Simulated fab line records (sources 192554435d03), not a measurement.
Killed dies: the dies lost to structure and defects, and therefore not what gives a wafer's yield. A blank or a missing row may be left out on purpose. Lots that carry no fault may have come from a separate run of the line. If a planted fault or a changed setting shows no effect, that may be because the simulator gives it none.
fab line records ; flow n5Finfet
record: lots: 11; wafers: 33; lastDay: 18
route steps=1938 shown BEOL_M14@1766 BEOL_M15@1773 PASSIVATION@1936
lots that met no fault: from a run of the same line without faults
startH: hours from the record's first day to the start of the lot's first wafer shown ; waitH: time in hours since the lot's previous step ; " unchanged from the row above ; L1.1+2: a single row standing in for several wafers ; - no value, or no start given ; * or withheld: withheld ; < > ~ a bound
route shown NAME@n: names a module that has steps shown in the file, with the first one's number in the route ; usual: the fault-free wafers' mean and standard deviation ; same: alike in all rows ; chamber/n: place in a boat ; sites: each site's reading ; _std_site: their standard deviation ; _edge_site: mean of outer sites minus mean of inner sites ; radiusMm: how far each site lies from the wafer's centre ; mask NAME#n: copy n ; behind: the most recent tool/chamber to have shaped the wafer ; hold: why the lot went on hold/how many hours it stayed there/how the hold came to an end ; device: whichever transistor did not switch (one of n, p or np) ; end of line: tests run on the same wafers once the route is complete ; a step without rows: its recipe alone ; killed: dies that structure and defects cost at the first sort, which is not the same as the wafer's yield ; map: a wafer's dies, marking killed ones x, the rest . and places with no die _
set.NAME: the setting as run; set.NAME@STEP: as run at that earlier step ; model.NAME: the simulator's own value behind a step, which no gauge read
route steps across a sampled set of lots; one table per step, one row per wafer
services: when a tool's chamber went out of use (startH, in hours from the record's first day, below 0 if earlier), for how many hours, and the reason
== steps ==
step: N5_BEOL_M14_ANNEAL_48
recipe: tempC: 225; timeS: 90; ambient: N2
usual: wafer_temp_C_max: 225.83/0.24
lot.wafer;tool;chamber;startH;waitH;wafer_temp_C_max
L941.4;rtpAnneal-01;0;253.90;0.3;225.54
L941.5;rtpAnneal-01;0;253.90;0.3;225.60
L941.6;rtpAnneal-01;0;253.90;0.3;225.77
L942.2;rtpAnneal-01;0;259.23;0.2;225.94
L942.4;rtpAnneal-01;0;259.23;0.2;225.63
L942.6;rtpAnneal-01;0;259.23;0.2;225.55
L949.1;rtpAnneal-01;0;301.26;0.5;225.84
L949.3;rtpAnneal-01;0;301.26;0.5;226.06
L949.5;rtpAnneal-01;0;301.26;0.5;225.99
L948.2;rtpAnneal-01;0;316.15;0.5;225.56
L948.4;rtpAnneal-01;0;316.15;0.5;225.75
L948.5;rtpAnneal-01;0;316.15;0.5;226.00
L952.1;rtpAnneal-01;0;319.06;0.1;225.58
L952.2;rtpAnneal-01;0;319.06;0.1;226.54
L952.6;rtpAnneal-01;0;319.06;0.1;225.89
L950.1;rtpAnneal-02;0;325.47;0.1;225.41
L950.3;rtpAnneal-02;0;325.47;0.1;225.37
L950.4;rtpAnneal-02;0;325.47;0.1;225.39
L954.3;rtpAnneal-01;0;332.90;0.2;225.65
L954.4;rtpAnneal-01;0;332.90;0.2;226.16
L954.5;rtpAnneal-01;0;332.90;0.2;225.75
L955.2;rtpAnneal-02;0;336.33;0.2;226.08
L955.4;rtpAnneal-02;0;336.33;0.2;225.96
L955.5;rtpAnneal-02;0;336.33;0.2;226.04
L956.2;rtpAnneal-02;0;341.41;0.4;225.84
L956.3;rtpAnneal-02;0;341.41;0.4;226.06
L956.5;rtpAnneal-02;0;341.41;0.4;225.95
L964.2;rtpAnneal-01;0;394.81;0.2;226.08
L964.4;rtpAnneal-01;0;394.81;0.2;225.98
L964.5;rtpAnneal-01;0;394.81;0.2;225.86
L963.1;rtpAnneal-02;0;401.81;0.1;225.67
L963.2;rtpAnneal-02;0;401.81;0.1;225.82
L963.4;rtpAnneal-02;0;401.81;0.1;225.73
step: N5_BEOL_M15_ILD_DEP_00
recipe: material: SiO2; targetThkA: 16293; tempC: 400; precursor: TEOS/O2; pressureTorr: 6.5; rfW: 900; teosFlowSccm: 161.4; gas: O2; flowSccm: 2650; timeS: 346.1
usual: heaterPowerW: 566/110; showerheadPlenumPTorr: 8.34/0.033; throttleValvePct: 18.3/0.7
lot.wafer;tool;chamber;startH;waitH;heaterPowerW;showerheadPlenumPTorr;throttleValvePct
L941.4;pecvd-02;1;254.65;0.1;706;8.36;18.9
L941.5;pecvd-02;0;254.65;0.1;685;8.36;18.4
L941.6;pecvd-02;2;254.65;0.1;659;8.34;17.0
L942.2;pecvd-04;0;259.97;0.0;598;8.33;18.5
L942.4;pecvd-04;0;259.97;0.0;457;8.32;18.8
L942.6;pecvd-04;2;259.97;0.0;330;8.32;18.2
L949.1;pecvd-04;1;302.05;0.0;510;8.37;18.9
L949.3;pecvd-04;2;302.05;0.0;436;8.34;18.1
L949.5;pecvd-04;0;302.05;0.0;575;8.35;18.7
L948.2;pecvd-02;2;316.88;0.0;628;8.35;16.9
L948.4;pecvd-02;0;316.88;0.0;541;8.35;18.2
L948.5;pecvd-02;2;316.88;0.0;527;8.35;17.4
L952.1;pecvd-04;1;319.88;0.0;572;8.34;18.9
L952.2;pecvd-04;0;319.88;0.0;493;8.33;18.6
L952.6;pecvd-04;2;319.88;0.0;410;8.34;18.3
L950.1;pecvd-04;0;326.29;0.0;532;8.32;19.0
L950.3;pecvd-04;1;326.29;0.0;548;8.38;18.8
L950.4;pecvd-04;1;326.29;0.0;439;8.36;18.9
L954.3;pecvd-02;1;333.59;0.0;646;8.35;18.9
L954.4;pecvd-02;1;333.59;0.0;718;8.35;18.9
L954.5;pecvd-02;2;333.59;0.0;515;8.35;17.0
L955.2;pecvd-01;1;337.09;0.0;642;8.36;19.3
L955.4;pecvd-01;2;337.09;0.0;573;8.26;17.2
L955.5;pecvd-01;0;337.09;0.0;527;8.41;17.8
L956.2;pecvd-01;1;342.15;0.0;666;8.36;19.3
L956.3;pecvd-01;0;342.15;0.0;602;8.40;17.8
L956.5;pecvd-01;1;342.15;0.0;552;8.38;19.2
L964.2;pecvd-02;1;395.57;0.0;730;8.35;18.8
L964.4;pecvd-02;0;395.57;0.0;557;8.36;18.3
L964.5;pecvd-02;1;395.57;0.0;557;8.34;18.9
L963.1;pecvd-01;2;402.59;0.0;599;8.28;17.4
L963.2;pecvd-01;0;402.59;0.0;579;8.40;17.7
L963.4;pecvd-01;1;402.59;0.0;693;8.35;19.5
step: N5_BEOL_M15_STRIP_63
recipe: chemistry: O2; powerW: 600; tempC: 60; pressureMtorr: 30; rfFrequencyHz: 6e+07; biasPowerW: 0; overashFraction: 0.3; o2FlowSccm: 225
usual: biasPowerW: 0/0; chamberPressureMTorr: 30.00/0.049; drypumpMotorCurrentA: 5.7/0.31; oesProductAu: 0.81/0.1; rfVppV: 3.8/0.77; showerheadPlenumPTorr: 2.08/0.051; tempC: 60.00/0.12; throttleValvePct: 16.58/0.16
lot.wafer;tool;chamber;startH;waitH;biasPowerW;chamberPressureMTorr;drypumpMotorCurrentA;oesProductAu;rfHoursCounterH;rfVppV;showerheadPlenumPTorr;tempC;throttleValvePct
L941.4;rieDiel-04;0;255;-;0;30.01;5.6;0.95;-;4.1;2.15;59.94;16.38
L941.5;rieDiel-04;3;255;-;0;30.01;5.9;0.92;-;3.0;2.13;59.92;16.40
L941.6;rieDiel-04;2;255;-;0;29.98;6.2;0.84;-;2.9;2.06;60.15;16.20
L942.2;rieDiel-04;0;260;-;0;30.01;5.6;0.95;10;5.6;2.15;59.98;16.38
L942.4;rieDiel-04;3;260;-;0;30.01;5.9;0.90;-;3.3;2.13;59.99;16.40
L942.6;rieDiel-04;2;260;-;0;30.00;6.2;0.84;-;3.3;2.06;59.84;16.21
L949.1;rieDiel-04;2;303;-;0;30.08;6.2;0.83;69;4.8;2.05;59.97;16.28
L949.3;rieDiel-04;0;303;-;0;30.01;5.6;0.91;27;2.6;2.14;59.87;16.43
L949.5;rieDiel-04;0;303;-;0;30.07;5.6;0.91;-;4.5;2.14;60.22;16.42
L948.2;rieDiel-01;1;317;-;0;30.03;5.5;0.71;217;4.2;2.08;59.93;16.75
L948.4;rieDiel-01;0;317;-;0;30.06;5.3;0.78;110;3.8;2.11;60.06;16.66
L948.5;rieDiel-01;3;317;-;0;30.02;5.7;0.69;-;2.2;2.00;60.17;16.62
L952.1;rieDiel-01;0;320;-;0;30.00;5.3;0.78;111;2.5;2.11;59.96;16.69
L952.2;rieDiel-01;3;320;-;0;29.99;5.7;0.70;188;5.6;2.00;59.95;16.66
L952.6;rieDiel-01;0;320;-;0;30.00;5.3;0.78;-;4.5;2.10;59.98;16.64
L950.1;rieDiel-04;0;327;-;0;29.98;5.7;0.89;36;4.0;2.14;60.27;16.43
L950.3;rieDiel-04;2;327;-;0;30.05;6.2;0.81;77;2.9;2.05;59.91;16.24
L950.4;rieDiel-04;1;327;-;0;30.02;6.3;0.95;14;3.4;2.14;59.99;16.51
L954.3;rieDiel-01;3;334;-;0;30.02;5.7;0.69;192;5.0;1.99;59.97;16.63
L954.4;rieDiel-01;0;334;-;0;30.00;5.3;0.76;115;4.1;2.10;59.98;16.67
L954.5;rieDiel-01;1;334;-;0;30.06;5.5;0.69;-;4.6;2.08;59.97;16.76
L955.2;rieDiel-01;2;338;-;-;-;-;-;-;-;-;-;-
L955.4;rieDiel-01;3;338;-;-;-;-;-;-;-;-;-;-
L955.5;rieDiel-01;0;338;-;-;-;-;-;-;-;-;-;-
L956.2;rieDiel-04;3;343;-;-;-;-;-;-;-;-;-;-
L956.3;rieDiel-04;2;343;-;-;-;-;-;-;-;-;-;-
L956.5;rieDiel-04;1;343;-;-;-;-;-;-;-;-;-;-
L964.2;rieDiel-01;0;396;-;0;30.05;5.3;0.75;133;4.6;2.10;60.00;16.72
L964.4;rieDiel-01;2;396;-;0;30.00;5.4;0.89;36;4.8;2.05;60.07;16.76
L964.5;rieDiel-01;2;396;-;0;29.99;5.4;0.89;-;3.7;2.05;60.14;16.73
L963.1;rieDiel-05;1;403;-;0;29.94;5.2;0.69;211;4.6;2.09;60.02;16.62
L963.2;rieDiel-05;3;403;-;0;30.05;5.6;0.93;11;3.0;2.07;60.17;16.46
L963.4;rieDiel-05;0;403;-;0;30.07;5.4;0.82;86;2.7;2.22;59.94;16.66
step: N5_BEOL_M15_CD_MEAS_17
recipe: targetCdNm: 360; polarity: opening
usual: cdNm: 360.5/2.1
lot.wafer;tool;chamber;startH;waitH;cdNm
L941.4;cdSem-01;-;255.69;0.0;363.4
L941.5;cdSem-01;-;255.69;0.0;361.7
L941.6;cdSem-01;-;255.69;0.0;362.8
L942.2;cdSem-03;-;261.11;0.0;361.1
L942.4;cdSem-03;-;261.11;0.0;360.1
L942.6;cdSem-03;-;261.11;0.0;364.9
L949.1;cdSem-02;-;303.31;0.0;362.3
L949.3;cdSem-02;-;303.31;0.0;360.1
L949.5;cdSem-02;-;303.31;0.0;360.4
L948.2;cdSem-02;-;318.02;0.0;356.8
L948.4;cdSem-02;-;318.02;0.0;361.0
L948.5;cdSem-02;-;318.02;0.0;358.2
L952.1;cdSem-01;-;321.14;0.0;359.6
L952.2;cdSem-01;-;321.14;0.0;360.7
L952.6;cdSem-01;-;321.14;0.0;361.2
L950.1;cdSem-03;-;327.55;0.0;362.5
L950.3;cdSem-03;-;327.55;0.0;365.8
L950.4;cdSem-03;-;327.55;0.0;365.3
L954.3;cdSem-01;-;334.86;0.0;360.0
L954.4;cdSem-01;-;334.86;0.0;361.0
L954.5;cdSem-01;-;334.86;0.0;360.8
L955.2;cdSem-03;-;338.35;0.0;362.0
L955.4;cdSem-03;-;338.35;0.0;364.1
L955.5;cdSem-03;-;338.35;0.0;361.6
L956.2;cdSem-02;-;343.41;0.0;361.6
L956.3;cdSem-02;-;343.41;0.0;360.0
L956.5;cdSem-02;-;343.41;0.0;360.6
L964.2;cdSem-01;-;396.72;0.0;361.4
L964.4;cdSem-01;-;396.72;0.0;361.1
L964.5;cdSem-01;-;396.72;0.0;359.7
L963.1;cdSem-02;-;403.86;0.0;362.4
L963.2;cdSem-02;-;403.86;0.0;359.3
L963.4;cdSem-02;-;403.86;0.0;364.2
step: N5_PASSIVATION_PROBE_49
usual: defectLimitedYield: 91.0/1.5; killed_at_M0_to_M3: 33/9.4; killed_at_M4_up: 14/4.8; killedAtContacts: 13/7.3; killedAtFrontEnd: 43/13; killedAtOther: 3.6/2.9; killedDies: 106/18; killedOpen: 69/13; killedShort: 35/8.2; sort_bin_5_function: 5.3/1; sort_bin_6_memory: 3.3/0.68; sortNPass: 1074/18; sortYieldPct: 91.0/1.5
same: grossDies: 1180; killedAtBackSide: 0; sort_bin_4_leakage[%]: 0; sort_bin_8_speed[%]: 0
lot.wafer;tool;chamber;startH;waitH;defectLimitedYield[%];killed_at_M0_to_M3;killed_at_M4_up;killedAtContacts;killedAtFrontEnd;killedAtOther;killedDies;killedOpen;killedShort;sort_bin_5_function[%];sort_bin_6_memory[%];sortNPass;sortYieldPct[%]
L956.2;prober-01;-;360.96;0.1;92.4;36;12;4;36;2;90;55;31;4.0;3.2;1090;92.4
L956.3;prober-01;-;361.01;0.1;90.5;48;21;9;33;1;112;74;34;5.1;3.9;1068;90.5
L956.5;prober-01;-;361.11;0.2;91.8;40;10;12;24;11;97;70;23;4.7;3.1;1083;91.8
killed by level:class
L956.2 STI_FIN_REVEAL:geometricParticle:open=12 BEOL_M3:geometricParticle:open=12 BEOL_M1:geometricParticle:open=7 BEOL_M0_SAQP:geometricParticle:short=6 GATE_CUT:geometricParticle:short=4 BEOL_M0_SAQP:geometricParticle:open=3 BEOL_M1:geometricParticle:short=3 BEOL_M2:geometricParticle:open=3
L956.3 BEOL_M0_SAQP:geometricParticle:open=13 BEOL_M1:geometricParticle:open=9 BEOL_M2:geometricParticle:open=8 FIN_SAQP:geometricParticle:short=6 GATE_CUT:geometricParticle:short=6 MOL_CONTACT_COAG:geometricParticle:open=6 BEOL_M0_SAQP:geometricParticle:short=6 BEOL_M3:geometricParticle:open=6
L956.5 BEOL_M3:geometricParticle:open=18 MOL_CONTACT_COAG:geometricParticle:open=11 STI_FIN_REVEAL:geometricParticle:open=7 BEOL_M1:geometricParticle:open=6 FIN_SAQP:geometricParticle:open=5 BEOL_M0_SAQP:geometricParticle:open=4 BEOL_M2:geometricParticle:open=4 BEOL_M3:geometricParticle:short=4
== services ==
tool;chamber;startH;hours;kind
rieDiel-01;2;236.17;32.3;repair
rieDiel-01;-;236.82;0.8;repair
rtpAnneal-01;-;243.40;3.5;pm
rieDiel-04;1;253.83;13.9;repair
pecvd-01;-;255.43;0.8;repair
rieDiel-01;2;268.72;-;clean
rieDiel-01;2;268.72;-;consumableReplace:focusRing
rieDiel-01;2;268.72;27.5;scheduledDown
rieDiel-01;2;268.72;27.5;ventCycle
rieDiel-04;1;274.71;-;clean
rieDiel-04;1;274.71;-;consumableReplace:focusRing
rieDiel-04;1;274.71;15.4;scheduledDown
rieDiel-04;1;274.71;15.4;ventCycle
rieDiel-01;1;279.30;8.4;repair
rieDiel-01;3;286.15;4.1;repair
rieDiel-04;3;287.19;4.6;repair
rieDiel-05;-;295.90;14.6;pm
pecvd-04;-;307.35;2.8;pm
pecvd-01;-;330.04;1.3;repair
pecvd-02;1;340.19;2.1;scheduledDown
pecvd-02;2;350.54;5.5;scheduledDown
pecvd-02;2;365.59;2.1;scheduledDown
rieDiel-04;-;382.56;2.8;pm
pecvd-04;-;398.25;0.9;repair
== key ==
firstSign: step: N5_BEOL_M15_STRIP_63; reading: toolRecord; direction: missing
effect none on later readings
metAt N5_BEOL_M15_STRIP_63
struckLots L955,L956
notActingAt N5_BEOL_M14_ANNEAL_48,N5_BEOL_M15_ILD_DEP_00,N5_BEOL_M15_CD_MEAS_17
onsetBetween 334 338
fault: kind: skippedStepWhole; tool: rieDiel-01,rieDiel-04; chamber: -; onsetH: 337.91; steps: N5_BEOL_M15_STRIP_63; scope: struckLotsOnly
